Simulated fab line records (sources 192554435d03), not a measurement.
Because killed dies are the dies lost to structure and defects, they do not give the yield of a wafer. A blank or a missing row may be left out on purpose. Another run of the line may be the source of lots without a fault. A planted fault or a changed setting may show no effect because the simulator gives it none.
Which tool is to blame?	flow n5_finfet	8 lots, 23 wafers sampled, at 7 steps of a route of 1938

== WHAT EACH GAUGE READ, for each wafer ==
N5_BEOL_M4_RC_MEAS_101. Usual: DIBL_N 36.5 mV/V, standard deviation 1.4; DIBL_P 36.6 mV/V, standard deviation 1.6; IOFF_N 0.160 nA/um, standard deviation 0.024; IOFF_P 0.217 nA/um, standard deviation 0.029; ION_N 674 uA/um, standard deviation 8.7; ION_P 464 uA/um, standard deviation 6.5; SS_N 71.6 mV/dec, standard deviation 0.47; SS_P 73.4 mV/dec, standard deviation 0.57; VT_N 250.0 mV, standard deviation 2.5; VT_P -250 mV, standard deviation 3.1.
lot	measured	on	DIBL_N (mV/V)	DIBL_P (mV/V)	IOFF_N (nA/um)	IOFF_P (nA/um)	ION_N (uA/um)	ION_P (uA/um)	SS_N (mV/dec)	SS_P (mV/dec)	VT_N (mV)	VT_P (mV)	flag
L200	day 7 23:13	prober-02	38.0 39.3 36.9	37.7 38.8 36.6	0.172 0.190 0.149	0.236 0.250 0.218	676 676 673	466 466 468	71.7 72.2 71.5	72.8 73.7 73.6	250.4 247.5 252.5	-248 -247 -250	
L201	day 8 06:04	prober-02	34.3 35.2 35.5	35.8 36.7 36.3	0.140 0.143 0.152	0.193 0.203 0.208	663 666 671	465 461 462	71.6 71.8 71.7	72.8 72.6 73.3	250.5 251.5 249.1	-251 -251 -249	
L205	day 9 18:49	prober-02	38.8 35.9 37.8	39.8 36.3 38.6	0.211 0.160 0.187	0.253 0.196 0.226	694 677 679	465 457 460	72.7 71.2 70.8	74.1 73.5 74.0	248.9 250.0 249.7	-249 -253 -253	
L216	day 11 23:09	prober-02	35.3 36.2 36.7	34.9 35.7 36.2	0.123 0.135 0.145	0.158 0.168 0.174	667 672 664	452 452 448	71.6 71.6 71.8	73.2 72.9 72.7	255.3 253.1 252.7	-256 -256 -255	
L215	day 11 23:23	prober-01	39.6 36.8	40.9 37.0	0.225 0.166	0.299 0.221	692 688	480 470	72.1 71.1	74.3 73.2	245.3 248.1	-246 -246	
L217	day 12 06:28	prober-02	35.3 36.1 35.7	34.2 35.6 35.5	0.112 0.127 0.127	0.167 0.185 0.185	653 663 666	454 462 462	71.0 71.2 71.4	72.3 73.1 73.3	253.4 254.9 253.7	-255 -252 -252	
L221	day 12 22:23	prober-01	35.9 34.7 35.5	35.8 34.1 34.8	0.153 0.133 0.139	0.224 0.208 0.221	681 670 662	465 466 465	71.5 70.7 71.4	73.0 73.3 73.3	249.2 252.9 250.5	-249 -246 -246	
L223	day 13 16:08	prober-02	37.0 36.4 36.7	36.3 36.3 36.4	0.169 0.166 0.173	0.218 0.213 0.222	677 682 680	459 464 464	72.2 71.4 72.0	72.9 74.0 73.8	249.2 247.6 247.2	-251 -252 -249	

N5_BEOL_M12_CD_MEAS_10: the cd target is 140 nm. Usual: 140.2 nm for cd_nm, sd 1.6.
lot	measured	on	cd_nm (nm)	flag
L200	day 10 16:15	cd_sem-02	139.4 138.3 138.4	
L201	day 11 04:34	cd_sem-02	138.7 138.1 141.6	
L205	day 12 05:28	cd_sem-01	139.2 138.4 141.2	
L216	day 14 15:22	cd_sem-02	114.7 142.1 115.8	OFF
L215	day 14 12:01	cd_sem-03	114.3 141.6	OFF
L217	day 16 23:52	cd_sem-01	139.4 140.0 139.1	
L221	day 15 08:13	cd_sem-02	142.5 139.9 139.7	
L223	day 16 09:59	cd_sem-02	141.5 141.6 143.6	

N5_BEOL_M12_CD_MEAS_17: the cd target is 140 nm. Usual: 140.4 nm for cd_nm, sd 1.7.
lot	measured	on	cd_nm (nm)	flag
L200	day 10 16:50	cd_sem-03	139.4 137.6 137.6	
L201	day 11 06:00	cd_sem-03	139.1 138.3 141.5	
L205	day 12 06:03	cd_sem-01	139.3 139.6 141.4	
L216	day 14 15:57	cd_sem-01	114.8 142.5 114.9	OFF
L215	day 14 12:36	cd_sem-02	116.3 141.8	OFF
L217	day 17 00:46	cd_sem-01	139.6 140.2 141.0	
L221	day 15 08:50	cd_sem-03	142.2 139.6 140.7	
L223	day 16 10:34	cd_sem-02	141.6 140.9 144.2	

== TOOL THAT RAN EACH LOT (tool first, then ch and the chambers of the sampled wafers, then the start) ==
lot	N5_BEOL_M11_ETCH_65	N5_BEOL_M11_VIA_ETCH_34	N5_BEOL_M12_EXPOSE_07	N5_BEOL_M12_DESCUM_15
L200	rie_diel-05 ch 0,2,3, day 10 12:23	rie_diel-05 ch 0,2,3, day 10 12:34	krf_scanner-01 ch 0, day 10 16:05	rie_diel-01 ch 1,3, day 10 16:20
L201	rie_diel-03 ch 0,1, day 11 00:47	rie_diel-03 ch 0,1, day 11 00:58	krf_scanner-02 ch 0, day 11 04:24	rie_diel-01 ch 0,1,3, day 11 05:31
L205	rie_diel-03 ch 0,2,3, day 12 01:40	rie_diel-03 ch 0,2,3, day 12 01:51	krf_scanner-01 ch 0, day 12 05:18	rie_diel-02 ch 2,3, day 12 05:34
L216	rie_diel-03 ch 0,2,3, day 14 10:02	rie_diel-03 ch 0,2,3, day 14 10:13	krf_scanner-01 ch 0, day 14 15:11	rie_diel-01 ch 1,2,3, day 14 15:27
L215	rie_diel-05 ch 0,3, day 14 08:31	rie_diel-05 ch 0,3, day 14 08:42	krf_scanner-01 ch 0, day 14 11:51	rie_diel-01 ch 2, day 14 12:07
L217	rie_diel-04 ch 0,1,2, day 16 19:59	rie_diel-04 ch 0,1,2, day 16 20:10	krf_scanner-02 ch 0, day 16 23:42	rie_diel-06 ch 0,1,3, day 17 00:14
L221	rie_diel-03 ch 1,2,3, day 15 03:34	rie_diel-03 ch 1,2,3, day 15 03:45	krf_scanner-02 ch 0, day 15 08:02	rie_diel-06 ch 0,1,3, day 15 08:20
L223	rie_diel-04 ch 1,2,3, day 16 03:02	rie_diel-04 ch 1,2,3, day 16 03:13	krf_scanner-02 ch 0, day 16 09:49	rie_diel-06 ch 0,1,2, day 16 10:04
- N5_BEOL_M11_ETCH_65: etches SiARC in CF4, target depth 39 nm, time 65 s.
- N5_BEOL_M11_VIA_ETCH_34: etches SiCOH lowk in C4F6/O2, target depth 184.5 nm, time 69.2 s.
- N5_BEOL_M12_EXPOSE_07: exposes mask V11.
- N5_BEOL_M12_DESCUM_15: chemistry O2, time 7.9 s.

== AS READ BY THE TOOLS THEMSELVES (means over the sampled wafers that have a number; for cases with no such wafer, the mark the record gives instead) ==
N5_BEOL_M11_ETCH_65. Usual: drypump_motor_current_A 5.8 A, standard deviation 0.45; etch_rf_on_time_s 64.9 s, standard deviation 1.1; oes_product_au 0.67 a.u., standard deviation 0.06; rf_vpp_V 184.1 V, standard deviation 1.3; showerhead_plenum_p_Torr 2.14 Torr, standard deviation 0.08; throttle_valve_pct 15.64 %, standard deviation 0.19.
lot	tool	drypump_motor_current_A (A)	etch_rf_on_time_s (s)	oes_product_au (a.u.)	rf_vpp_V (V)	showerhead_plenum_p_Torr (Torr)	throttle_valve_pct (%)	flag
L200	rie_diel-05	5.7	65.0	0.68	184.6	2.15	15.63	
L201	rie_diel-03	5.8	65.4	0.62	182.8	2.07	15.71	
L205	rie_diel-03	5.9	65.2	0.69	185.5	2.19	15.67	
L216	rie_diel-03	5.9	65.3	0.67	184.5	2.18	15.71	
L215	rie_diel-05	5.8	65.0	0.74	183.9	2.09	15.52	
L217	rie_diel-04	5.5	65.2	0.62	184.6	2.13	15.73	
L221	rie_diel-03	6.1	64.4	0.67	183.9	2.15	15.68	
L223	rie_diel-04	5.4	63.8	0.63	184.6	2.11	15.71	

N5_BEOL_M11_VIA_ETCH_34. Usual: drypump_motor_current_A 5.8 A, standard deviation 0.45; oes_product_au 0.79 a.u., standard deviation 0.071; rf_vpp_V 661 V, standard deviation 6.7; showerhead_plenum_p_Torr 2.85 Torr, standard deviation 0.11; throttle_valve_pct 20.93 %, standard deviation 0.21.
lot	tool	drypump_motor_current_A (A)	oes_product_au (a.u.)	rf_vpp_V (V)	showerhead_plenum_p_Torr (Torr)	throttle_valve_pct (%)	flag
L200	rie_diel-05	5.7	0.80	665	2.86	20.94	
L201	rie_diel-03	5.8	0.72	655	2.75	21.00	
L205	rie_diel-03	5.9	0.81	666	2.91	20.97	
L216	rie_diel-03	5.9	0.79	666	2.90	21.01	
L215	rie_diel-05	5.8	0.86	662	2.78	20.86	
L217	rie_diel-04	5.5	0.73	657	2.83	20.98	
L221	rie_diel-03	6.1	0.78	659	2.86	20.95	
L223	rie_diel-04	5.4	0.74	653	2.80	20.98	

N5_BEOL_M12_EXPOSE_07. Usual: 0.0 nm for focus_offset_nm, sd 0.62.
lot	tool	focus_offset_nm (nm)	flag
L200	krf_scanner-01	0.7	
L201	krf_scanner-02	-0.2	
L205	krf_scanner-01	-1.2	
L216	krf_scanner-01	-0.4	
L215	krf_scanner-01	-0.2	
L217	krf_scanner-02	-0.3	
L221	krf_scanner-02	-0.3	
L223	krf_scanner-02	1.2	

N5_BEOL_M12_DESCUM_15. Usual: drypump_motor_current_A 5.7 A, standard deviation 0.43; oes_product_au 0.78 a.u., standard deviation 0.079; rf_vpp_V 243.4 V, standard deviation 1.6; showerhead_plenum_p_Torr 2.11 Torr, standard deviation 0.081; throttle_valve_pct 20.43 %, standard deviation 0.23.
lot	tool	drypump_motor_current_A (A)	oes_product_au (a.u.)	rf_vpp_V (V)	showerhead_plenum_p_Torr (Torr)	throttle_valve_pct (%)	flag
L200	rie_diel-01	6.0	0.78	244.5	2.19	20.35	
L201	rie_diel-01	5.8	0.76	243.7	2.12	20.42	
L205	rie_diel-02	6.0	0.75	243.2	2.13	20.34	
L216	rie_diel-01	5.6	0.81	244.5	2.16	20.38	
L215	rie_diel-01	5.0	0.92	243.6	2.14	20.42	
L217	rie_diel-06	5.7	0.79	242.6	2.03	20.45	
L221	rie_diel-06	5.7	0.79	242.3	2.04	20.42	
L223	rie_diel-06	5.4	0.77	242.6	2.06	20.50	

== THE ANSWER, worked out from the rows above alone ==
Rule: take the mean of a lot's wafers that have a number; if it is more than 3 standard deviations from the usual mean, the lot is off. A lot without any number at a reading at which 4 lots or more have one is off too. Any other lot the step has rows for is counted as sound. After the gauges, taken in route order, come the tools' own readings; for these a lot's mean is taken, as printed above. The first step at which some lot is off is used, and at that step the reading that is off furthest; a lot without a number counts as furthest.
Off: L216, L215, at N5_BEOL_M12_CD_MEAS_10 (cd_nm).
If a tool, at a process step before that reading, ran all the lots that are off and no sound lot after the first of them, it fits. Those tools and the gauges at N5_BEOL_M12_CD_MEAS_10 are tried in the same way. One fits: krf_scanner-01 at N5_BEOL_M12_EXPOSE_07. A fault onset in the window from L205 (day 12 05:18, its last sound lot) to L215 (day 14 11:51, its first lot off) fits.

== WHAT THE SIMULATOR HAD PUT IN ==
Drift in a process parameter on krf_scanner-01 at N5_BEOL_M12_EXPOSE_07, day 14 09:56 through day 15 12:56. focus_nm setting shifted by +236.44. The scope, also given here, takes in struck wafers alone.
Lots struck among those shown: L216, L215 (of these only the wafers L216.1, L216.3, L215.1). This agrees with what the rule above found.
